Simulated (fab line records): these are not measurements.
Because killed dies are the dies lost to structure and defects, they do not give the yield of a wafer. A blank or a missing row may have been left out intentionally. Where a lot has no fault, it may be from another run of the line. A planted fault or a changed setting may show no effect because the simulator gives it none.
8D (eight disciplines) problem report, filled in by code	flow n5_finfet	the parts of the form that need people (team, actions taken, sign-off) are left out

== 1. PROBLEM STATEMENT ==
Across 6 wafers from 2 lots, RS_NWELL at N5_BEOL_M4_RC_MEAS_101 averages 996 ohm/sq, while fault-free wafers read 1038 ohm/sq with a standard deviation of 6.5. That puts it -6.4 standard deviations away from the usual mean.
Seen first at day 12 22:19 on prober-01, wafer L318.2. The record holds 31 wafers of 11 lots with a number at this step. By rule, "out" or "out of limits" means more than 4 standard deviations away from the usual mean. The other wafers with a number count as sound.

== 2. WHAT IT IS AND WHAT IT IS NOT ==
question	is	is not
which readings at this step	RS_NWELL	DIBL_N, DIBL_P, IOFF_N, IOFF_P, ION_N, ION_P, SS_N, SS_P, VT_N, VT_P
which lots	L318, L324	L305, L307, L308, L309, L311, L312, L316, L323, L326
which wafers of those lots	all that have a number	-
read on which gauges	prober-01, prober-02	-
when	from day 12 22:19	up to then (19 sound wafers); but 6 sound wafers of L323, L326 came after

== 3. SUSPECTS, AND WHAT RULES EACH OUT ==
Counting: a tool at a process step up to the reading stays a suspect if it ran every lot that is out and no sound lot after the first of them.
- the gauge at N5_BEOL_M4_RC_MEAS_101 has been ruled out. 2 gauges (prober-01, prober-02) read the wafers that are out.
- implanter-02 at N5_WELL_APT_IMPLANT_14: kept. Every lot that is out went through it, starting with L318 (day 4 19:54), and after that it ran no sound lot; the last sound lot it ran before then is L316 (day 4 08:04). Its own dose_ions_cm2 readings are out on those wafers.
- epi_rpcvd-01 at N5_WELL_APT_EPI_41 (deposits Si from SiH4/H2, target thk 50 nm, time 297.7 s): kept. Every lot that is out went through it, starting with L318 (day 4 22:19), and after that it ran no sound lot; the last sound lot it ran before then is L308 (day 2 11:40).
Remaining after the count are implanter-02 at N5_WELL_APT_IMPLANT_14 and epi_rpcvd-01 at N5_WELL_APT_EPI_41.

== 4. THE CAUSE (what the simulator had put in) ==
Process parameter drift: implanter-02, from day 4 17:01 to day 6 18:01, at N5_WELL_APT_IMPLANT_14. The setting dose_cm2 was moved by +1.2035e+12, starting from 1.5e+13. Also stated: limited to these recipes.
This tool is one of the 2 suspects left after counting.

== 5. THE CHAIN OF EFFECTS, in route order ==
Each row: a reading where the mean over the struck wafers with a number is more than 3 standard deviations away from the usual. Only readings for which the record gives a usual standard deviation are gone through. hours: the time from each lot's start at the first step in this table that gives one to its start at this step, as a median over the lots. sigmas: the change in usual standard deviations.
hours	step	reading	usual	on struck wafers	change	sigmas
0	N5_WELL_APT_IMPLANT_14	dose_ions_cm2	1.4999e+13	1.6210e+13	+1.2110e+12	+71
0	N5_WELL_APT_IMPLANT_14	faraday_current_uA	190	208	+18	+4.7
195	N5_BEOL_M4_RC_MEAS_101	RS_NWELL	1038 ohm/sq	996	-42	-6.4
The process steps in it:
- N5_WELL_APT_IMPLANT_14

== 6. WHAT WOULD HAVE CAUGHT IT SOONER ==
197 hours passed between the start of the fault at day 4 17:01 and the first reading out of limits at a measuring or inspecting step in this record, taken at day 12 22:19.
The tool's own readings at N5_WELL_APT_IMPLANT_14 were out on every struck wafer that the step has a row for (dose_ions_cm2): an alarm limit on them would have fired on the first of those.
By day 12 22:19, every lot that is out (2) had started N5_WELL_APT_IMPLANT_14 on implanter-02. None of them would have been spared by holding the tool at that moment.
